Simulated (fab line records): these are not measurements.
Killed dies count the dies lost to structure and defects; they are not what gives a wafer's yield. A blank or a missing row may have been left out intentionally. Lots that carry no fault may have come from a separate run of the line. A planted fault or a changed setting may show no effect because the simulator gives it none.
fab line records    flow n5_finfet    part 2 of 2: steps 29 to 34 of 34
[record] lots = 5  wafers = 15  last_day = 18
route steps=1938 shown PASSIVATION@1900
lots with no fault: from the same line, run without faults
start_h: start of the lot's first displayed wafer, in hours after the record's first day    wait_h: hours from the lot's prior step to this one    " identical to the entry in the row above    L1.1+2: a single row standing in for several wafers    - value missing, or start not given    * or withheld: withheld    < > ~ a bound
route shown NAME@n: a module of which the file shows steps, and the number in the route of the first    usual: the fault-free wafers' mean and standard deviation    same: alike in all rows    chamber/n: place in a boat    sites: each site's reading    _std_site: the values' standard deviation    _edge_site: mean of outer sites minus mean of inner sites    radius_mm: how far each site lies from the wafer's centre    mask NAME#n: copy n    behind: the last tool/chamber to shape the wafer    hold: reason for holding the lot/hours on hold/outcome of the hold    device: transistor that didn't switch, given as n, p or np    end of line: the tests these same wafers got at the end of their route    for a step that has no rows: nothing shown but its recipe    killed: count of dies lost to structure and defects at first sort (not the wafer's yield)    map: the dies of a wafer, with x for killed, . for not killed, _ for no die there
set.NAME: setting as actually run; set.NAME@STEP: the setting as run at that earlier step    model.NAME: the simulator's own value behind a step, which no gauge read
lots at some steps of the route; a table a step, a row a wafer
services: a tool's chamber out of use, with start hour (start_h, from the record's first day; less than 0 if before it), hours out, and reason
[[steps]]
[step N5_PASSIVATION_DESCUM_46]
[recipe] chemistry = O2  time_s = 7.9  source_power_w = 50  bias_power_w = 20  pressure_mtorr = 20  rf_frequency_hz = 2.712e+07  temp_c = 40  o2_flow_sccm = 225
[usual] drypump_motor_current_A = 5.7/0.43  oes_product_au = 0.82/0.091  rf_fwd_power_W = 49.44/0.25  rf_vpp_V = 243.4/1.7  showerhead_plenum_p_Torr = 2.11/0.11  throttle_valve_pct = 20.39/0.26
lot.wafer  tool         chamber  start_h  wait_h  drypump_motor_current_A  oes_product_au  rf_fwd_power_W  rf_hours_counter_h  rf_vpp_V  showerhead_plenum_p_Torr  throttle_valve_pct
L082.1     rie_diel-01  2        322.33   0.0     6.3                      0.90            49.34           26                  244.1     2.12                      20.00
L082.4     "            3        "        "       5.3                      0.93            49.70           -                   242.4     2.05                      20.07
L082.5     "            2        "        "       6.4                      0.90            49.16           -                   244.0     2.12                      19.98
L087.1     rie_diel-05  0        363.31   0.0     5.3                      0.70            49.82           224                 241.3     1.88                      20.65
L087.3     "            2        "        "       5.5                      0.86            49.40           50                  245.3     2.22                      20.12
L087.5     "            0        "        "       5.3                      0.70            49.64           -                   240.1     1.88                      20.66
L088.2     rie_diel-06  0        369.52   0.0     6.0                      0.71            49.16           214                 244.0     2.18                      20.75
L088.3     "            2        "        "       5.5                      0.93            49.28           16                  245.4     2.24                      20.14
L088.4     "            1        "        "       5.8                      0.83            49.14           49                  243.2     2.03                      20.31
L092.3     rie_diel-06  2        378.95   0.0     5.5                      0.92            49.06           19                  245.0     2.24                      20.16
L092.5     "            2        "        "       5.5                      0.93            49.15           -                   245.6     2.24                      20.15
L092.6     "            1        "        "       5.8                      0.84            49.42           -                   242.1     2.03                      20.32
L097.2     rie_diel-01  2        426.88   0.0     6.3                      0.83            49.57           61                  243.6     2.11                      20.05
L097.3     "            1        "        "       6.1                      0.89            49.45           27                  243.0     2.03                      20.30
L097.5     "            3        "        "       5.3                      0.86            49.62           -                   242.9     2.04                      20.11
[step N5_PASSIVATION_PASS_ETCH_47]
[recipe] chemistry = CF4/O2  target = SiNx  target_depth_a = 7700  time_s = 385  ion_energy_ev = 100  pressure_mtorr = 40  source_w = 535  bias_w = 49  Ar_flow_sccm = 100  cf4_flow_sccm = 100  O2_flow_sccm = 10
[usual] drypump_motor_current_A = 5.7/0.43  oes_f_703_au = 0.81/0.095  oes_product_au = 0.82/0.088  rf_fwd_power_W = 533.8/1.6  rf_vpp_V = 241/4.2  showerhead_plenum_p_Torr = 2.22/0.099  throttle_valve_pct = 15.84/0.24
lot.wafer  tool         chamber  start_h  wait_h  drypump_motor_current_A  oes_f_703_au  oes_product_au  rf_fwd_power_W  rf_hours_counter_h  rf_vpp_V  showerhead_plenum_p_Torr  throttle_valve_pct
L082.1     rie_diel-01  2        322.36   0.0     6.4                      0.91          0.90            533.2           26                  241       2.24                      15.49
L082.4     "            3        "        "       5.3                      0.93          0.93            533.8           -                   241       2.17                      15.52
L082.5     "            2        "        "       6.3                      0.91          0.91            532.4           -                   241       2.24                      15.48
L087.1     rie_diel-05  0        363.35   0.0     5.3                      0.70          0.71            535.7           224                 235       2.01                      16.21
L087.3     "            2        "        "       5.5                      0.85          0.86            532.1           50                  248       2.33                      15.58
L087.5     "            0        "        "       5.3                      0.70          0.70            534.6           -                   237       2.01                      16.21
L088.2     rie_diel-06  0        369.55   0.0     6.0                      0.71          0.71            532.8           214                 237       2.26                      15.99
L088.3     "            2        "        "       5.6                      0.96          0.94            535.1           16                  245       2.34                      15.52
L088.4     "            1        "        "       5.7                      0.85          0.84            531.9           49                  240       2.17                      15.89
L092.3     rie_diel-06  2        378.99   0.0     5.6                      0.96          0.93            534.0           19                  245       2.34                      15.53
L092.5     "            2        "        "       5.6                      0.95          0.94            535.1           -                   245       2.34                      15.53
L092.6     "            1        "        "       5.8                      0.84          0.84            531.1           -                   241       2.17                      15.90
L097.2     rie_diel-01  2        426.92   0.0     6.3                      0.86          0.83            531.9           61                  240       2.23                      15.56
L097.3     "            1        "        "       6.1                      0.88          0.87            536.4           27                  234       2.17                      15.89
L097.5     "            3        "        "       5.3                      0.87          0.85            534.8           -                   242       2.15                      15.60
[step N5_PASSIVATION_ETCH_54]
[recipe] chemistry = CHF3/O2  target = SiO2  target_depth_a = 8800  CHF3_flow_sccm = 50  O2_flow_sccm = 5  Ar_flow_sccm = 200  time_s = 440  mask_material = PR  pressure_mtorr = 30  source_w = 650  bias_w = 170  ion_energy_ev = 200
[usual] drypump_motor_current_A = 5.7/0.43  oes_f_703_au = 0.81/0.095  oes_product_au = 0.81/0.087  rf_fwd_power_W = 649.1/2.2  rf_vpp_V = 524/9.1  showerhead_plenum_p_Torr = 2.43/0.11  throttle_valve_pct = 18.78/0.23
lot.wafer  tool         chamber  start_h  wait_h  drypump_motor_current_A  oes_f_703_au  oes_product_au  rf_fwd_power_W  rf_hours_counter_h  rf_vpp_V  showerhead_plenum_p_Torr  throttle_valve_pct
L082.1     rie_diel-01  2        322.59   0.1     6.3                      0.90          0.90            649.5           26                  524       2.45                      18.42
L082.4     "            3        "        "       5.3                      0.91          0.92            647.6           -                   528       2.37                      18.51
L082.5     "            2        "        "       6.3                      0.91          0.90            653.2           -                   523       2.45                      18.44
L087.1     rie_diel-05  0        363.58   0.1     5.3                      0.70          0.70            648.1           224                 515       2.19                      19.16
L087.3     "            2        "        "       5.5                      0.84          0.85            646.3           50                  542       2.56                      18.58
L087.5     "            0        "        "       5.3                      0.70          0.70            647.7           -                   516       2.19                      19.16
L088.2     rie_diel-06  0        369.78   0.1     6.0                      0.71          0.71            648.5           214                 518       2.48                      18.91
L088.3     "            2        "        "       5.6                      0.96          0.94            647.5           16                  533       2.55                      18.42
L088.4     "            1        "        "       5.7                      0.85          0.84            650.0           49                  524       2.37                      18.80
L092.3     rie_diel-06  2        379.21   0.1     5.6                      0.95          0.94            644.2           19                  535       2.55                      18.42
L092.5     "            2        "        "       5.6                      0.96          0.92            646.6           -                   534       2.55                      18.42
L092.6     "            1        "        "       5.8                      0.84          0.84            647.6           -                   526       2.36                      18.81
L097.2     rie_diel-01  2        427.15   0.1     6.3                      0.85          0.85            646.5           61                  523       2.44                      18.48
L097.3     "            1        "        "       6.1                      0.88          0.88            652.5           27                  508       2.35                      18.78
L097.5     "            3        "        "       5.3                      0.85          0.86            652.1           -                   525       2.36                      18.56
[step N5_PASSIVATION_STRIP_48]
[recipe] chemistry = O2  power_w = 600  temp_c = 60  pressure_mtorr = 30  rf_frequency_hz = 6e+07  bias_power_w = 0  overash_fraction = 0.5  o2_flow_sccm = 225
[usual] drypump_motor_current_A = 5.7/0.43  oes_product_au = 0.82/0.092  rf_vpp_V = 3.8/2.6  showerhead_plenum_p_Torr = 2.11/0.11  throttle_valve_pct = 16.63/0.25
lot.wafer  tool         chamber  start_h  wait_h  drypump_motor_current_A  oes_product_au  rf_hours_counter_h  rf_vpp_V  showerhead_plenum_p_Torr  throttle_valve_pct
L082.1     rie_diel-01  2        322.88   0.1     6.4                      0.87            26                  1.8       2.13                      16.27
L082.4     "            3        "        "       5.3                      0.93            -                   4.9       2.05                      16.28
L082.5     "            2        "        "       6.4                      0.91            -                   1.5       2.13                      16.19
L087.1     rie_diel-05  0        363.86   0.1     5.3                      0.70            225                 2.0       1.88                      16.98
L087.3     "            2        "        "       5.5                      0.85            50                  2.4       2.22                      16.34
L087.5     "            0        "        "       5.3                      0.65            -                   5.4       1.88                      16.92
L088.2     rie_diel-06  0        370.07   0.1     6.0                      0.75            214                 3.6       2.19                      16.89
L088.3     "            2        "        "       5.6                      0.90            16                  5.1       2.24                      16.30
L088.4     "            1        "        "       5.7                      0.86            49                  5.1       2.03                      16.55
L092.3     rie_diel-06  2        379.50   0.1     5.6                      0.92            19                  7.5       2.24                      16.42
L092.5     "            2        "        "       5.5                      0.94            -                   1.4       2.24                      16.33
L092.6     "            1        "        "       5.8                      0.84            -                   2.1       2.03                      16.65
L097.2     rie_diel-01  2        427.44   0.1     6.3                      0.89            61                  13.0      2.12                      16.42
L097.3     "            1        "        "       6.1                      0.87            27                  2.7       2.03                      16.45
L097.5     "            3        "        "       5.3                      0.86            -                   1.5       2.04                      16.38
[step N5_PASSIVATION_STRIP_52]
[recipe] chemistry = post_etch_residue_remover  time_s = 1200  temp_c = 72.5
lot.wafer   tool          chamber  start_h  wait_h
L082.1+4+5  wet_bench-01  1,0,6    322.95   -
L087.1+3+5  wet_bench-01  1,3,5    363.93   -
L088.2+3+4  wet_bench-06  2,1,6    370.14   -
L092.3+5+6  wet_bench-04  4,2,7    379.57   -
L097.2+3+5  wet_bench-04  3,6,1    427.50   -
[step N5_PASSIVATION_CLEAN_71]
[recipe] chemistry = IPA  time_s = 180  temp_c = 25
lot.wafer   tool          chamber  start_h  wait_h
L082.1+4+5  wet_bench-01  1,0,6    323.28   0.0
L087.1+3+5  wet_bench-01  1,3,5    364.26   0.0
L088.2+3+4  wet_bench-06  2,1,6    370.47   0.0
L092.3+5+6  wet_bench-04  4,2,7    379.90   0.0
L097.2+3+5  wet_bench-04  3,6,1    427.84   0.0
[[services]]
tool            chamber  start_h  hours  kind
rie_diel-05     3        297.49   -      clean
rie_diel-06     3        309.61   11.3   repair
krf_scanner-01  -        317.95   0.8    pm
rie_diel-01     1        318.59   -      clean
rie_diel-01     1        318.59   -      consumable_replace:focus_ring
rie_diel-01     1        318.59   20.4   scheduled_down
rie_diel-01     1        318.59   20.4   vent_cycle
wet_bench-06    -        320.69   6.1    repair
rie_diel-01     3        331.39   3.3    repair
krf_scanner-01  0        335.30   -      calibration
pecvd-03        -        338.04   0.8    repair
pecvd-01        -        343.79   2.8    pm
krf_scanner-02  -        349.64   1.3    pm
wet_bench-01    -        352.15   3.8    repair
rie_diel-06     2        357.44   6.5    repair
krf_scanner-01  -        358.14   0.6    repair
rie_metal-02    -        360.43   0.4    repair
krf_scanner-01  -        364.94   1.3    pm
pecvd-02        -        367.90   1.0    repair
rie_diel-05     3        367.90   10.7   repair
pecvd-01        2        392.07   15.7   repair
pecvd-03        -        398.54   14.6   pm
pecvd-01        1        401.79   7.0    repair
rie_metal-02    -        404.08   1.2    repair
